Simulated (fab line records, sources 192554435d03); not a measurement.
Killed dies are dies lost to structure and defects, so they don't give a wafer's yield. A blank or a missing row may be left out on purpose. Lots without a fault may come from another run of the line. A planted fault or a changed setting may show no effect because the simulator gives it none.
Chamber matching | flow n5_finfet | N5_BEOL_M0_SAQP_HM_DEP_111 on pecvd-03: 3 sister chambers
The step deposits SiO2 from SiH4/N2O, target thk 12 nm, time 7.2 s. 6 wafers are shown with their chamber, then 8 later ones without.

WAFERS WITH THEIR CHAMBER
wafer  | chamber | showerhead_plenum_p_Torr (Torr) | heater_power_w (W)
L079.1 | 2       | 8.00                            | 755
L081.5 | 0       | 7.91                            | 678
L084.2 | 0       | 7.91                            | 657
L084.4 | 2       | 7.99                            | 719
L084.5 | 1       | 7.96                            | 812
L086.2 | 1       | 7.95                            | 804

WAFERS WITHOUT THEIR CHAMBER
wafer  | showerhead_plenum_p_Torr (Torr) | heater_power_w (W)
L086.3 | 7.91                            | 637
L086.4 | 8.00                            | 732
L091.1 | 7.92                            | 607
L091.3 | 7.96                            | 793
L091.6 | 7.94                            | 810
L092.1 | 7.93                            | 763
L092.2 | 7.91                            | 679
L092.6 | 7.94                            | 775

WHICH CHAMBER EACH WENT THROUGH
wafer  | from the rows above     | in truth
L086.3 | 0                       | 0
L086.4 | 2                       | 2
L091.1 | 0                       | 0
L091.3 | 1                       | 1
L091.6 | 1                       | 1
L092.1 | can't be placed: 1 or 0 | 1
L092.2 | 0                       | 0
L092.6 | 1                       | 1
Placed correctly: 7 of 8. Can't be placed from these rows: 1 (the true chamber is among the candidates in 1). Placed wrongly: 0.
How it was worked out, from the rows above alone: a wafer's distance from a chamber is the root of the sum, over the readings, of the square of ((its reading less the chamber's mean) divided by the reading's scatter). The wafer belongs to the nearest chamber; if the next one is less than 2 further off, it can't be placed. A chamber's mean is the mean of its shown wafers. The scatter: the root of (the sum of the squares of (reading less its chamber's mean) over the shown wafers, divided by (wafers less chambers)).
